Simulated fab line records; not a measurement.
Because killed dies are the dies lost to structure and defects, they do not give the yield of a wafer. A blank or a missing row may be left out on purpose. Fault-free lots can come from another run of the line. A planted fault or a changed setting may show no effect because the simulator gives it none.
Chamber matching :: flow n5Finfet :: 3 sister chambers for N5_BEOL_M9_ILD_DEP_00 on pecvd-03
The step deposits SiCOH lowk from DEMS/porogen, target thk 308.51 nm, time 58 s. 6 wafers are shown with their chamber, then 8 later ones without.

WAFERS PAIRED WITH THEIR CHAMBERS
wafer: L081.3
chamber: 1
throttleValvePct (%): 13.3
heaterPowerW (W): 340

wafer: L085.5
chamber: 1
throttleValvePct (%): 13.6
heaterPowerW (W): 298

wafer: L088.2
chamber: 0
throttleValvePct (%): 13.5
heaterPowerW (W): 208

wafer: L088.4
chamber: 0
throttleValvePct (%): 13.4
heaterPowerW (W): 154

wafer: L088.6
chamber: 2
throttleValvePct (%): 12.5
heaterPowerW (W): 337

wafer: L089.1
chamber: 2
throttleValvePct (%): 12.2
heaterPowerW (W): 342

WAFERS WITHOUT THEIR CHAMBER
wafer: L089.4
throttleValvePct (%): 13.7
heaterPowerW (W): 197

wafer: L089.6
throttleValvePct (%): 13.3
heaterPowerW (W): 320

wafer: L090.2
throttleValvePct (%): 13.3
heaterPowerW (W): 331

wafer: L090.3
throttleValvePct (%): 13.2
heaterPowerW (W): 265

wafer: L090.4
throttleValvePct (%): 12.1
heaterPowerW (W): 332

wafer: L094.2
throttleValvePct (%): 13.4
heaterPowerW (W): 186

wafer: L094.4
throttleValvePct (%): 12.3
heaterPowerW (W): 280

wafer: L094.5
throttleValvePct (%): 13.9
heaterPowerW (W): 186

THE CHAMBER EACH PASSED THROUGH
wafer: L089.4
from the rows above: 0
in truth: 0

wafer: L089.6
from the rows above: 1
in truth: 1

wafer: L090.2
from the rows above: 1
in truth: 1

wafer: L090.3
from the rows above: can't be placed: 1 or 0
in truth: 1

wafer: L090.4
from the rows above: 2
in truth: 2

wafer: L094.2
from the rows above: 0
in truth: 0

wafer: L094.4
from the rows above: 2
in truth: 2

wafer: L094.5
from the rows above: 0
in truth: 0
7 of 8 placed correctly. From these rows, 1 cannot be placed; in 1 the true chamber is one of the candidates. Number placed wrongly: 0.
How it was worked out, from the rows above alone: a wafer's distance from a chamber is the root of the sum, over the readings, of the square of ((its reading less the chamber's mean) divided by the reading's scatter). The wafer belongs to the nearest chamber; if the next one is less than 2 further off, it can't be placed. The mean given for a chamber averages the wafers shown for that chamber. The scatter is the square root of a quotient: the sum, over the shown wafers, of each reading's squared deviation from its chamber's mean, divided by wafers minus chambers.
